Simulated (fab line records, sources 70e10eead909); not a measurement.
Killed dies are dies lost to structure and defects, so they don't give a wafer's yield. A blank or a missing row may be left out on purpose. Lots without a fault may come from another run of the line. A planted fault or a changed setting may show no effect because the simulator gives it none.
Chamber matching | flow nand_harc | NHARC_P_ZERO_WELL_DESCUM_26 on rie_diel-13: 4 sister chambers
The step chemistry O2, time 3 s. 7 wafers are shown with their chamber, then 7 later ones without.

WAFERS WITH THEIR CHAMBER
wafer  | chamber | drypump_motor_current_A (A) | showerhead_plenum_p_Torr (Torr)
L861.2 | 3       | 6.2                         | 2.02
L869.6 | 1       | 5.6                         | 1.88
L872.3 | 0       | 5.4                         | 1.78
L872.4 | 1       | 5.6                         | 1.87
L872.6 | 2       | 6.2                         | 2.00
L873.3 | 2       | 6.3                         | 1.99
L873.4 | 0       | 5.4                         | 1.78

WAFERS WITHOUT THEIR CHAMBER
wafer  | drypump_motor_current_A (A) | showerhead_plenum_p_Torr (Torr)
L873.6 | 6.3                         | 2.00
L878.4 | 6.3                         | 2.00
L878.5 | 5.4                         | 1.78
L878.6 | 5.6                         | 1.87
L882.1 | 6.3                         | 2.00
L882.2 | 5.6                         | 1.86
L882.5 | 5.6                         | 1.86

WHICH CHAMBER EACH WENT THROUGH
wafer  | from the rows above | in truth
L873.6 | 2                   | 2
L878.4 | 2                   | 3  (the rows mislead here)
L878.5 | 0                   | 0
L878.6 | 1                   | 1
L882.1 | 2                   | 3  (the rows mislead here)
L882.2 | 1                   | 1
L882.5 | 1                   | 1
Placed correctly: 5 of 7. Can't be placed from these rows: 0. Placed wrongly: 2.
How it was worked out, from the rows above alone: a wafer's distance from a chamber is the root of the sum, over the readings, of the square of ((its reading less the chamber's mean) divided by the reading's scatter). The wafer belongs to the nearest chamber; if the next one is less than 2 further off, it can't be placed. A chamber's mean is the mean of its shown wafers. The scatter: the root of (the sum of the squares of (reading less its chamber's mean) over the shown wafers, divided by (wafers less chambers)).
